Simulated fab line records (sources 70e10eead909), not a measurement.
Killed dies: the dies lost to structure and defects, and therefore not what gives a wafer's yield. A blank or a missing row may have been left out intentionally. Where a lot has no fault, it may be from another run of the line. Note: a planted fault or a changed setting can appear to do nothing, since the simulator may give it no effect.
Comparing a struck lot with a sound one || flow nand_harc || 14 steps out of a route of 1159
Sound: the wafers L463.2, L463.5, L463.6. Struck: wafers L449.1, L449.4, L449.6. The cause is named last.
For every step that has rows: the tool of each side, followed by ch and its chambers, followed by its first start. Under that, the readings that differ: sound wafers || struck wafers || difference of the means || sigmas: that difference in standard deviations of wafers without a fault.
alike: same words and numbers on both sides, and readings whose means sit less than 2 such deviations apart. not compared: any withheld reading, any reading some wafer has no value for, any bound like >300 that may hide the same value, and any number with overlapping values for which the record gives no deviation.
Wherever a step has rows on one side only, a row that says differs or no value, or a row with sigmas, the two part there. Non-overlapping numbers with no deviation appear without sigmas and do not part them. A reading that every wafer of one side lacks parts them only if that side has two wafers or more.

first, 4 steps without rows for these wafers: NHARC_P_GATE_EBR_07; NHARC_P_GATE_EXPOSE_08 (exposes mask P HV); NHARC_P_GATE_PEB_09 (peb time 85 s); NHARC_P_GATE_DEVELOP_10 (time 70 s).
NHARC_P_GATE_CD_MEAS_11 targets a cd of 1640 nm.
  sound on cd_sem-02 ch 0, day 8 10:03; struck on cd_sem-03 ch 0, day 4 10:10
  alike: cd_nm
then, 1 step without rows for these wafers: NHARC_P_GATE_HARDBAKE_12 (time 80 s).
NHARC_P_GATE_DESCUM_13: chemistry O2, time 3 s.
  sound on rie_diel-11 ch 2,3, day 8 10:13; struck on rie_diel-02 ch 0,1,2, day 4 10:20
  alike: chamber_pressure_mTorr, drypump_motor_current_A, oes_product_au, rf_vpp_V, showerhead_plenum_p_Torr, throttle_valve_pct
  not compared: rf_hours_counter_h
then, 5 steps without rows for these wafers: NHARC_P_GATE_ETCH_14 (etches SiO2 in dHF, target depth 48.8 nm); NHARC_P_GATE_STRIP_15 (strips in SPM, time 780 s); NHARC_P_GATE_PRECLEAN_71 (cleans in SC1); NHARC_P_GATE_SRD_72; NHARC_P_GATE_OXIDE_16 (material SiO2, target thk 3 nm, ox time 392 s).
NHARC_P_GATE_CVD_17: deposits poly-Si, target thk 150 nm, time 900 s.
  sound on lpcvd_poly-04 ch 0, day 8 19:47; struck on lpcvd_poly-01 ch 0, day 4 22:05
  alike: spike_tc_bottom_C, spike_tc_centre_C
NHARC_P_GATE_HM_DEP_102: deposits aC, target thk 120 nm.
  sound on acl_dep-02 ch 0, day 8 23:08; struck on acl_dep-02 ch 0, day 5 01:19
  alike: throttle_valve_pct

== WHERE THEY PART ==
Nowhere in this record.

WHY: what the simulator had put in
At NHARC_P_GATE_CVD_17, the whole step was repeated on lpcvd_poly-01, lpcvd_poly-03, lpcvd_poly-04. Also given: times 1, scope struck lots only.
